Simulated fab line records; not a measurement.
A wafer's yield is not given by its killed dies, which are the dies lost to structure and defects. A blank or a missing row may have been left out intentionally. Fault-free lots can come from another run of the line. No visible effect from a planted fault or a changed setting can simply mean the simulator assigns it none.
Chamber matching -- flow n5Finfet -- rieDiel-04 running N5_PASSIVATION_PASS_ETCH_47: 4 sister chambers
The step etches SiNx in CF4/O2, target depth 770 nm, time 385 s. 14 wafers are shown with their chamber, then 7 later ones without.

EACH WAFER AND ITS CHAMBER
wafer,chamber,showerheadPlenumPTorr (Torr),oesProductAu (a.u.),throttleValvePct (%)
L427.1,0,2.33,0.81,15.94
L427.4,3,2.16,0.87,15.52
L427.6,0,2.33,0.82,15.95
L428.2,0,2.33,0.81,15.96
L428.3,1,2.26,0.68,15.75
L428.4,3,2.16,0.85,15.50
L430.1,0,2.33,0.81,15.95
L430.4,3,2.16,0.84,15.53
L430.6,2,2.16,0.94,15.70
L429.3,1,2.26,0.68,15.75
L429.4,0,2.32,0.81,15.96
L429.6,1,2.26,0.68,15.75
L432.2,1,2.26,0.68,15.75
L432.4,3,2.16,0.85,15.55

SIGNATURES, as means of the wafers listed above
reading,chamber 0,chamber 1,chamber 2,chamber 3,scatter within a chamber
showerheadPlenumPTorr,2.3280,2.2600,2.1600,2.1600,0.00283
oesProductAu,0.8120,0.6800,0.9400,0.8525,0.00745
throttleValvePct,15.9520,15.7500,15.7000,15.5250,0.0126
Rule: for each reading, subtract the chamber's mean from the wafer's reading, divide by that reading's scatter and square the result; add these up over the readings and take the root, which gives the wafer's distance from the chamber. The wafer belongs to the nearest chamber; if the next one is less than 2 further off, it can't be placed. The scatter: take each reading less its chamber's mean, square it, sum over the shown wafers, divide by the number of wafers less the number of chambers, and take the root.

WAFERS WITH NO CHAMBER GIVEN
wafer,showerheadPlenumPTorr (Torr),oesProductAu (a.u.),throttleValvePct (%)
L432.6,2.26,0.68,15.76
L433.2,2.32,0.79,15.99
L433.3,2.15,0.84,15.55
L433.6,2.32,0.79,15.99
L447.2,2.31,0.76,16.06
L447.3,2.24,0.87,15.38
L447.5,2.24,0.87,15.37

EACH ONE'S CHAMBER
wafer,from the rows above,in truth
L432.6,1,1
L433.2,0,0
L433.3,3,3
L433.6,0,0
L447.2,0,0
L447.3,3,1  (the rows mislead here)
L447.5,3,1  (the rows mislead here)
Placed correctly: 5 of 7. From these rows, 0 cannot be placed. Wrongly placed: 2.
